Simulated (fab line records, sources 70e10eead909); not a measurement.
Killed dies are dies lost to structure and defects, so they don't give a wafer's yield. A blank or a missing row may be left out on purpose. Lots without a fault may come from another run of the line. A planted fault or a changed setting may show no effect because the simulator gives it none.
Which tool did it? | flow nand_harc | 10 lots, 30 wafers sampled, at 7 steps of a route of 1159

WHAT THE GAUGES READ, wafer by wafer
NHARC_A_BONDPAD_THK_MEAS_30: measures by ellipsometry.
lot  | measured     | on            | thk_nm (nm)
L819 | day 18 02:16 | film_metro-01 | 198.7 198.5 201.8
L820 | day 18 03:08 | film_metro-01 | 201.0 200.1 200.1
L822 | day 18 05:19 | film_metro-02 | 199.4 199.2 198.7
L826 | day 20 03:51 | film_metro-01 | 198.0 198.5 198.7
L831 | day 20 22:15 | film_metro-02 | 199.6 198.9 200.3
L833 | day 21 07:44 | film_metro-01 | 199.3 201.3 200.5
L834 | day 21 19:01 | film_metro-02 | 200.8 200.9 201.3
L837 | day 22 14:30 | film_metro-02 | 202.3 199.5 198.8
L841 | day 23 11:06 | film_metro-01 | 197.9 198.3 199.6
L840 | day 23 15:36 | film_metro-02 | 200.2 199.3 198.8

NHARC_A_BONDPAD_THK_MEAS_20: measures by xrf.
lot  | measured     | on            | thk_nm (nm)
L819 | day 18 05:19 | film_metro-01 | 170.0 168.6 167.1
L820 | day 18 06:08 | film_metro-01 | 404.5 402.2 405.7
L822 | day 18 09:02 | film_metro-02 | 405.3 404.7 402.2
L826 | day 20 06:50 | film_metro-01 | 170.0 171.1 169.7
L831 | day 21 01:42 | film_metro-01 | 172.4 170.8 172.1
L833 | day 21 10:49 | film_metro-02 | 171.1 171.1 171.1
L834 | day 21 22:53 | film_metro-02 | 169.2 168.1 167.9
L837 | day 22 18:12 | film_metro-02 | 169.4 169.0 169.6
L841 | day 23 14:14 | film_metro-02 | 169.4 168.8 169.0
L840 | day 23 18:58 | film_metro-01 | 169.1 170.0 168.7

NHARC_A_BONDPAD_INSPECT_23.
lot  | measured     | on                | raw_defect_count
L819 | day 18 05:32 | defect_inspect-01 | 394 405 425
L820 | day 18 06:23 | defect_inspect-02 | 3215 3303 3364
L822 | day 18 09:14 | defect_inspect-02 | 3210 3274 3239
L826 | day 20 07:04 | defect_inspect-02 | 505 432 435
L831 | day 21 01:55 | defect_inspect-01 | 416 325 298
L833 | day 21 11:02 | defect_inspect-02 | 627 626 346
L834 | day 21 23:05 | defect_inspect-02 | 522 438 481
L837 | day 22 18:26 | defect_inspect-02 | 527 324 417
L841 | day 23 14:26 | defect_inspect-02 | 423 445 380
L840 | day 23 19:11 | defect_inspect-01 | 464 328 392

NHARC_END_SORT_01.
lot  | measured     | on        | defect_limited_yield (%) | killed_at_array | killed_at_other | killed_at_periphery | killed_dies | killed_open | killed_short | sort_bin_2_pct (%) | sort_bin_3_pct (%) | sort_bin_4_pct (%) | sort_n_pass | sort_rim_yield_pct (%) | sort_yield_pct (%)
L820 | day 20 04:15 | prober-02 | 0 0 0                    | 675 674 677     | 0 0 0           | 2 3 0               | 677 677 677 | 1 3 4       | 1 1 3        | 0.9 0.7 1.2        | 96.90 96.16 96.90  | 2.2 3.1 1.9        | 0 0 0       | 0 0 0                  | 0 0 0
L822 | day 19 23:21 | prober-01 | 0 0 0                    | 674 675 677     | 2 0 0           | 1 2 0               | 677 677 677 | 4 5 2       | 1 2 2        | 1.5 0.7 1.0        | 96.31 97.05 96.75  | 2.2 2.2 2.2        | 0 0 0       | 0 0 0                  | 0 0 0
L834 | day 23 05:43 | prober-02 | 94.2 95.3 96.0           | 36 30 25        | 2 1 1           | 1 1 1               | 39 32 27    | 2 2 0       | 3 3 1        | 1.0 1.8 1.5        | 0.89 0.15 0        | 3.8 2.8 2.5        | 638 645 650 | 97.2 98.1 99.1         | 94.2 95.3 96.0

WHICH TOOL RAN EACH LOT (tool, then ch and the chambers of the sampled wafers, then the start)
lot  | NHARC_A_BONDPAD_ETCH_34            | NHARC_A_BONDPAD_STRIP_15           | NHARC_A_BONDPAD_CMP_19
L819 | rie_diel-06 ch 0,3, day 18 03:01   | rie_diel-06 ch 0,1,2, day 18 03:20 | cmp-04 ch 0,1,3, day 18 04:59
L820 | rie_diel-02 ch 1,2,3, day 18 03:53 | rie_diel-06 ch 1,2, day 18 04:11   | cmp-04 ch 0,1,3, day 18 05:52
L822 | rie_diel-06 ch 1,2, day 18 06:05   | rie_diel-06 ch 0,1, day 18 06:23   | cmp-04 ch 2,3, day 18 08:43
L826 | rie_diel-06 ch 0,1, day 20 04:35   | rie_diel-06 ch 0,2, day 20 04:53   | cmp-01 ch 0,1,3, day 20 06:31
L831 | rie_diel-11 ch 1,2,3, day 20 23:08 | rie_diel-11 ch 0,2,3, day 20 23:27 | cmp-04 ch 0,2, day 21 01:23
L833 | rie_diel-06 ch 0,2, day 21 08:30   | rie_diel-02 ch 0,2,3, day 21 08:51 | cmp-04 ch 0,2, day 21 10:29
L834 | rie_diel-11 ch 0,1,3, day 21 19:46 | rie_diel-06 ch 0,1,2, day 21 20:05 | cmp-04 ch 1,2,3, day 21 22:34
L837 | rie_diel-06 ch 0,3, day 22 15:22   | rie_diel-06 ch 0,2,3, day 22 15:43 | cmp-01 ch 2,3, day 22 17:53
L841 | rie_diel-02 ch 1,2, day 23 11:58   | rie_diel-02 ch 0,1,3, day 23 12:17 | cmp-04 ch 0,2, day 23 13:55
L840 | rie_diel-02 ch 0,2,3, day 23 16:22 | rie_diel-02 ch 0,2,3, day 23 16:49 | cmp-01 ch 0,1,2, day 23 18:39
- NHARC_A_BONDPAD_ETCH_34: etches the open film in N2/H2, target depth 60 nm, overetch 18 nm, time 65.91 s.
- NHARC_A_BONDPAD_STRIP_15: strips in O2.
- NHARC_A_BONDPAD_CMP_19: polishes, t overpolish 30 s, cu recess touch 16 s, target thk 169.8 nm.

WHAT THE TOOLS THEMSELVES READ (means of the sampled wafers that have a number; where no wafer has one, the mark that the record gives instead)
NHARC_A_BONDPAD_ETCH_34.
lot  | tool        | drypump_motor_current_A (A) | oes_product_au (a.u.) | rf_vpp_V (V) | showerhead_plenum_p_Torr (Torr) | throttle_valve_pct (%)
L819 | rie_diel-06 | 5.8                         | 1.006                 | 433.7        | 2.14                            | 14.173
L820 | rie_diel-02 | 5.4                         | 1.001                 | 430.9        | 2.04                            | 14.180
L822 | rie_diel-06 | 6.2                         | 0.990                 | 432.0        | 2.09                            | 14.178
L826 | rie_diel-06 | 6.3                         | 1.001                 | 433.1        | 2.16                            | 14.175
L831 | rie_diel-11 | 5.8                         | 0.999                 | 430.9        | 2.06                            | 14.181
L833 | rie_diel-06 | 5.9                         | 0.993                 | 432.8        | 2.12                            | 14.173
L834 | rie_diel-11 | 5.8                         | 1.002                 | 432.1        | 2.09                            | 14.168
L837 | rie_diel-06 | 5.8                         | 1.008                 | 434.2        | 2.15                            | 14.170
L841 | rie_diel-02 | 5.3                         | 0.991                 | 428.5        | 1.95                            | 14.167
L840 | rie_diel-02 | 5.9                         | 0.995                 | 431.0        | 2.05                            | 14.171

NHARC_A_BONDPAD_STRIP_15.
lot  | tool        | drypump_motor_current_A (A) | oes_product_au (a.u.) | rf_vpp_V (V) | showerhead_plenum_p_Torr (Torr) | throttle_valve_pct (%)
L819 | rie_diel-06 | 6.1                         | 0.986                 | 58.0         | 3.66                            | 17.045
L820 | rie_diel-06 | 6.2                         | 0.988                 | 57.5         | 3.61                            | 17.038
L822 | rie_diel-06 | 6.1                         | 0.999                 | 58.8         | 3.71                            | 17.034
L826 | rie_diel-06 | 5.9                         | 0.997                 | 57.3         | 3.66                            | 17.033
L831 | rie_diel-11 | 5.3                         | 1.010                 | 58.8         | 3.71                            | 17.035
L833 | rie_diel-02 | 5.9                         | 0.998                 | 57.9         | 3.55                            | 17.036
L834 | rie_diel-06 | 6.1                         | 1.002                 | 58.9         | 3.66                            | 17.032
L837 | rie_diel-06 | 5.9                         | 0.997                 | 57.7         | 3.65                            | 17.033
L841 | rie_diel-02 | 5.7                         | 0.991                 | 58.2         | 3.64                            | 17.032
L840 | rie_diel-02 | 5.9                         | 0.998                 | 58.6         | 3.55                            | 17.031

NHARC_A_BONDPAD_CMP_19.
lot  | tool   | edge_zone_pressure_frac | motor_current_A (A) | overpolish_run_s (s) | slurry_flow_ml_min
L819 | cmp-04 | 0.992                   | 11.8                | 30.005               | 149.9
L820 | cmp-04 | -                       | -                   | -                    | -
L822 | cmp-04 | -                       | -                   | -                    | -
L826 | cmp-01 | 1.007                   | 11.9                | 29.998               | 150.3
L831 | cmp-04 | 1.002                   | 13.1                | 30.005               | 149.6
L833 | cmp-04 | 1.003                   | 13.9                | 30.002               | 149.9
L834 | cmp-04 | 1.002                   | 12.0                | 30.009               | 149.9
L837 | cmp-01 | 0.995                   | 11.8                | 30.006               | 150.1
L841 | cmp-04 | 0.993                   | 13.6                | 29.994               | 150.4
L840 | cmp-01 | 1.000                   | 11.3                | 30.009               | 150.0

THE ANSWER, worked out from the rows above alone
Rule: what is usual is taken from the lots themselves. Put in order of their means at a reading, lots are off if they are a third of the lots or fewer, leave a main group of 4 or more, and stand apart from it by a gap of 3 or more times the standard deviation of the main group's means; of several such gaps the widest counts. A main group whose means are all the same, to the digits that the tables above print for the reading, isn't used. A lot without any number at a reading at which 4 lots or more have one is off too. The other lots that the step has rows for count as sound. The gauges are gone through in route order, then the tools' own readings, and for those a lot's mean is taken as printed above. The first step at which some lot is off is used, and at that step the reading that is off furthest; a lot without a number counts as furthest.
Off: L820, L822, at NHARC_A_BONDPAD_THK_MEAS_20 (thk_nm). The main group: mean 169.7 nm, standard deviation 1.1.
A tool fits if, at a process step before that reading, it ran every lot that is off, and no sound lot after the first of them. The gauges at NHARC_A_BONDPAD_THK_MEAS_20 aren't tried: what is off there is off at NHARC_A_BONDPAD_INSPECT_23 too, on other tools, and a gauge's error can't cause that. None of those tried fits.

WHAT THE SIMULATOR HAD PUT IN
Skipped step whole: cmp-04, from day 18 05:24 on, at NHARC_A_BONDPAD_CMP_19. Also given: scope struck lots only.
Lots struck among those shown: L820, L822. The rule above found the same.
